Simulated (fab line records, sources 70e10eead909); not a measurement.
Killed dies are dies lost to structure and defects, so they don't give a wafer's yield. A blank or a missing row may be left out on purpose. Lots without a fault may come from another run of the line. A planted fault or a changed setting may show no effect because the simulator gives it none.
Which tool did it? | flow nand_harc | 11 lots, 33 wafers sampled, at 7 steps of a route of 1302

WHAT THE GAUGES READ, wafer by wafer
NHARC_P_STI_INSPECT_25. Usual: raw_defect_count 237, standard deviation 85.
lot  | measured     | on                | raw_defect_count | flag
L900 | day 4 08:08  | defect_inspect-02 | 140 266 268      |
L902 | day 5 06:14  | defect_inspect-02 | 239 117 175      |
L904 | day 6 01:04  | defect_inspect-01 | 428 382 312      |
L906 | day 7 06:06  | defect_inspect-01 | 248 399 218      |
L907 | day 7 09:11  | defect_inspect-02 | 210 151 185      |
L909 | day 8 09:52  | defect_inspect-02 | 271 307 370      |
L913 | day 9 23:41  | defect_inspect-02 | 217 167 126      |
L914 | day 10 05:22 | defect_inspect-02 | 299 287 313      |
L917 | day 11 11:38 | defect_inspect-01 | 201 260 297      |
L921 | day 13 03:41 | defect_inspect-02 | 292 212 208      |
L922 | day 13 11:58 | defect_inspect-02 | 262 442 512      |

NHARC_P_GATE_CD_MEAS_26: target cd 120 nm. Usual: cd_nm 120.3 nm, standard deviation 0.74.
lot  | measured     | on        | cd_nm (nm)        | flag
L900 | day 5 07:44  | cd_sem-01 | 120.3 119.8 120.5 |
L902 | day 6 05:19  | cd_sem-02 | 120.4 120.2 121.5 |
L904 | day 6 23:44  | cd_sem-01 | 120.1 120.1 119.3 |
L906 | day 8 04:12  | cd_sem-01 | 121.4 120.7 121.1 |
L907 | day 8 09:38  | cd_sem-01 | 120.7 120.6 120.5 |
L909 | day 9 14:49  | cd_sem-02 | 119.6 119.3 120.7 |
L913 | day 10 23:43 | cd_sem-02 | 75.1 76.3 75.7    | OFF
L914 | day 11 04:03 | cd_sem-02 | 119.1 119.7 120.0 |
L917 | day 12 10:19 | cd_sem-02 | 120.4 120.5 119.2 |
L921 | day 14 04:23 | cd_sem-01 | 121.0 120.2 120.9 |
L922 | day 14 11:25 | cd_sem-02 | 118.9 119.1 119.7 |

NHARC_P_GATE_CD_MEAS_33. Usual: cd_nm 121.0 nm, standard deviation 3.
lot  | measured     | on        | cd_nm (nm)        | flag
L900 | day 5 08:43  | cd_sem-03 | 122.1 122.0 125.6 |
L902 | day 6 06:18  | cd_sem-03 | 122.8 122.1 125.9 |
L904 | day 7 00:49  | cd_sem-01 | 122.1 125.0 122.4 |
L906 | day 8 05:13  | cd_sem-02 | 124.9 127.9 124.9 |
L907 | day 8 10:37  | cd_sem-03 | 119.2 122.0 118.6 |
L909 | day 9 15:48  | cd_sem-01 | 124.1 119.9 120.9 |
L913 | day 11 00:42 | cd_sem-01 | 74.6 74.4 74.0    | OFF
L914 | day 11 05:02 | cd_sem-02 | 122.3 115.9 114.4 |
L917 | day 12 11:19 | cd_sem-01 | 119.2 122.9 116.9 |
L921 | day 14 05:22 | cd_sem-02 | 120.3 119.5 118.8 |
L922 | day 14 12:28 | cd_sem-01 | 118.0 118.1 118.7 |

NHARC_END_SORT_01. Usual: killed_at_array 63, standard deviation 17; killed_at_other 0.8, standard deviation 1.1; killed_at_periphery 3.5, standard deviation 3; killed_dies 67, standard deviation 17; killed_open 3.1, standard deviation 1.6; killed_short 2.6, standard deviation 1.4.
lot  | measured     | on        | killed_at_array | killed_at_other | killed_at_periphery | killed_dies | killed_open | killed_short | flag
L913 | day 30 02:14 | prober-01 | 64 73 77        | 3 1 1           | 610 603 599         | 677 677 677 | 0 2 3       | 0 3 2        | OFF

WHICH TOOL RAN EACH LOT (tool, then ch and the chambers of the sampled wafers, then the start)
lot  | NHARC_P_GATE_EXPOSE_23             | NHARC_P_GATE_DESCUM_31             | NHARC_P_GATE_STRIP_108
L900 | arfi_scanner-02 ch 0, day 5 07:35  | rie_diel-10 ch 1,3, day 5 07:55    | rie_diel-07 ch 1,2, day 5 08:32
L902 | arfi_scanner-03 ch 0, day 6 05:11  | rie_diel-10 ch 0,3, day 6 05:29    | rie_diel-10 ch 0,1,2, day 6 06:08
L904 | arfi_scanner-03 ch 0, day 6 23:36  | rie_diel-02 ch 0,2, day 6 23:55    | rie_diel-02 ch 2,3, day 7 00:37
L906 | arfi_scanner-02 ch 0, day 8 04:04  | rie_diel-02 ch 1,3, day 8 04:23    | rie_diel-10 ch 1,2,3, day 8 05:02
L907 | arfi_scanner-01 ch 0, day 8 09:30  | rie_diel-02 ch 1,2,3, day 8 09:50  | rie_diel-10 ch 0,1,3, day 8 10:29
L909 | arfi_scanner-01 ch 0, day 9 14:41  | rie_diel-02 ch 0,2,3, day 9 15:00  | rie_diel-02 ch 0,2, day 9 15:37
L913 | arfi_scanner-01 ch 0, day 10 23:35 | rie_diel-02 ch 0,2,3, day 10 23:55 | rie_diel-02 ch 1,2,3, day 11 00:33
L914 | arfi_scanner-01 ch 0, day 11 03:55 | rie_diel-02 ch 2,3, day 11 04:14   | rie_diel-07 ch 1,2, day 11 04:52
L917 | arfi_scanner-03 ch 0, day 12 10:11 | rie_diel-07 ch 0,1,3, day 12 10:31 | rie_diel-02 ch 0,1,2, day 12 11:08
L921 | arfi_scanner-01 ch 0, day 14 04:14 | rie_diel-07 ch 1,2,3, day 14 04:34 | rie_diel-02 ch 1,2,3, day 14 05:11
L922 | arfi_scanner-01 ch 0, day 14 11:17 | rie_diel-10 ch 2,3, day 14 11:38   | rie_diel-02 ch 0,2,3, day 14 12:17
- NHARC_P_GATE_EXPOSE_23: exposes mask P GATE, target cd 120 nm.
- NHARC_P_GATE_DESCUM_31: chemistry O2, time 3 s.
- NHARC_P_GATE_STRIP_108: strips in O2.

WHAT THE TOOLS THEMSELVES READ (means of the sampled wafers that have a number; where no wafer has one, the mark that the record gives instead)
NHARC_P_GATE_EXPOSE_23. Usual: stage_vel_mm_s 500.04 mm/s, standard deviation 0.25.
lot  | tool            | stage_vel_mm_s (mm/s) | flag
L900 | arfi_scanner-02 | 499.91                |
L902 | arfi_scanner-03 | 500.01                |
L904 | arfi_scanner-03 | 500.24                |
L906 | arfi_scanner-02 | 500.25                |
L907 | arfi_scanner-01 | 499.94                |
L909 | arfi_scanner-01 | 500.26                |
L913 | arfi_scanner-01 | 500.25                |
L914 | arfi_scanner-01 | 499.78                |
L917 | arfi_scanner-03 | 500.09                |
L921 | arfi_scanner-01 | 500.33                |
L922 | arfi_scanner-01 | 499.82                |

NHARC_P_GATE_DESCUM_31. Usual: drypump_motor_current_A 5.7 A, standard deviation 0.4; oes_product_au 0.999 a.u., standard deviation 0.0098; rf_vpp_V 57.9 V, standard deviation 0.91; showerhead_plenum_p_Torr 1.92 Torr, standard deviation 0.083; throttle_valve_pct 11.310 %, standard deviation 0.0091.
lot  | tool        | drypump_motor_current_A (A) | oes_product_au (a.u.) | rf_vpp_V (V) | showerhead_plenum_p_Torr (Torr) | throttle_valve_pct (%) | flag
L900 | rie_diel-10 | 5.7                         | 1.004                 | 58.6         | 1.86                            | 11.308                 |
L902 | rie_diel-10 | 5.7                         | 1.000                 | 57.4         | 1.80                            | 11.298                 |
L904 | rie_diel-02 | 5.7                         | 1.002                 | 57.9         | 1.91                            | 11.316                 |
L906 | rie_diel-02 | 5.7                         | 0.987                 | 57.8         | 1.92                            | 11.307                 |
L907 | rie_diel-02 | 5.5                         | 0.998                 | 58.6         | 1.91                            | 11.310                 |
L909 | rie_diel-02 | 5.7                         | 0.994                 | 58.2         | 1.93                            | 11.309                 |
L913 | rie_diel-02 | 5.7                         | 1.005                 | 57.6         | 1.93                            | 11.310                 |
L914 | rie_diel-02 | 5.8                         | 1.008                 | 58.1         | 1.94                            | 11.319                 |
L917 | rie_diel-07 | 6.1                         | 0.998                 | 58.2         | 1.94                            | 11.309                 |
L921 | rie_diel-07 | 5.9                         | 1.010                 | 58.6         | 1.98                            | 11.314                 |
L922 | rie_diel-10 | 5.1                         | 0.973                 | 58.2         | 1.95                            | 11.307                 |

NHARC_P_GATE_STRIP_108. Usual: drypump_motor_current_A 5.7 A, standard deviation 0.4; oes_product_au 1.001 a.u., standard deviation 0.0094; rf_vpp_V 57.8 V, standard deviation 0.92; showerhead_plenum_p_Torr 3.53 Torr, standard deviation 0.15; throttle_valve_pct 17.036 %, standard deviation 0.01.
lot  | tool        | drypump_motor_current_A (A) | oes_product_au (a.u.) | rf_vpp_V (V) | showerhead_plenum_p_Torr (Torr) | throttle_valve_pct (%) | flag
L900 | rie_diel-07 | 5.7                         | 1.000                 | 58.4         | 3.77                            | 17.036                 |
L902 | rie_diel-10 | 5.5                         | 1.002                 | 57.2         | 3.55                            | 17.043                 |
L904 | rie_diel-02 | 5.8                         | 0.988                 | 57.6         | 3.59                            | 17.034                 |
L906 | rie_diel-10 | 5.5                         | 1.000                 | 57.5         | 3.56                            | 17.034                 |
L907 | rie_diel-10 | 5.8                         | 1.003                 | 57.8         | 3.42                            | 17.028                 |
L909 | rie_diel-02 | 5.5                         | 1.002                 | 57.5         | 3.54                            | 17.039                 |
L913 | rie_diel-02 | 5.5                         | 1.009                 | 58.3         | 3.52                            | 17.036                 |
L914 | rie_diel-07 | 5.8                         | 1.006                 | 58.5         | 3.77                            | 17.039                 |
L917 | rie_diel-02 | 5.4                         | 1.001                 | 57.5         | 3.49                            | 17.041                 |
L921 | rie_diel-02 | 5.5                         | 1.011                 | 58.3         | 3.52                            | 17.031                 |
L922 | rie_diel-02 | 5.7                         | 0.995                 | 58.1         | 3.56                            | 17.032                 |

THE ANSWER, worked out from the rows above alone
Rule: a lot is off if the mean of its wafers that have a number lies more than 3 standard deviations from the usual mean. A lot without any number at a reading at which 4 lots or more have one is off too. The other lots that the step has rows for count as sound. The gauges are gone through in route order, then the tools' own readings, and for those a lot's mean is taken as printed above. The first step at which some lot is off is used, and at that step the reading that is off furthest; a lot without a number counts as furthest.
Off: L913, at NHARC_P_GATE_CD_MEAS_26 (cd_nm).
A tool fits if, at a process step before that reading, it ran every lot that is off, and no sound lot after the first of them. The gauges at NHARC_P_GATE_CD_MEAS_26 aren't tried: what is off there is off at NHARC_P_GATE_CD_MEAS_33 too, on other tools, and a gauge's error can't cause that. None of those tried fits.

WHAT THE SIMULATOR HAD PUT IN
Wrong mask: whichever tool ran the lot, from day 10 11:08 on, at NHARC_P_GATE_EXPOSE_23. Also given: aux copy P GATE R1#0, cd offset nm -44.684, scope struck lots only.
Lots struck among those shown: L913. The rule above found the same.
